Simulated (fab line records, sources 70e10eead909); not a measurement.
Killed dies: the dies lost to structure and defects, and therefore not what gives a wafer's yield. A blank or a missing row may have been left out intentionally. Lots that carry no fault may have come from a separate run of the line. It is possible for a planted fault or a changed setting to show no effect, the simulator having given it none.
Matching of chambers | flow nand-harc | pecvd-03 running NHARC_A_M1_PRE_CLEAN_32: 3 sister chambers
The step time 12 s. 6 wafers are shown with their chamber, then 7 later ones without.

## WAFERS PAIRED WITH THEIR CHAMBERS
wafer  | chamber | heater-power-w (W)
L082.5 | 1       | 551
L085.3 | 2       | 629
L085.4 | 0       | 692
L085.6 | 2       | 635
L087.1 | 1       | 531
L087.3 | 0       | 768

## WAFERS WITH NO CHAMBER GIVEN
wafer  | heater-power-w (W)
L087.4 | 527
L090.1 | 626
L090.3 | 829
L090.4 | 616
L096.4 | 588
L096.5 | 737
L096.6 | 610

## EACH ONE'S CHAMBER
wafer  | from the rows above     | in truth
L087.4 | 1                       | 1
L090.1 | 2                       | 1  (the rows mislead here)
L090.3 | 0                       | 0
L090.4 | can't be placed: 2 or 1 | 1
L096.4 | can't be placed: 2 or 1 | 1
L096.5 | 0                       | 0
L096.6 | can't be placed: 2 or 1 | 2
Correctly placed: 3 of 7. Can't be placed from these rows: 3 (the true chamber is among the candidates in 3). Wrongly placed: 1.
How it was worked out, from the rows above alone: a wafer's distance from a chamber is the root of the sum, over the readings, of the square of ((its reading less the chamber's mean) divided by the reading's scatter). The wafer belongs to the nearest chamber; if the next one is less than 2 further off, it can't be placed. A chamber's mean is the mean of its shown wafers. The scatter is the square root of a quotient: the sum, over the shown wafers, of each reading's squared deviation from its chamber's mean, divided by wafers minus chambers.
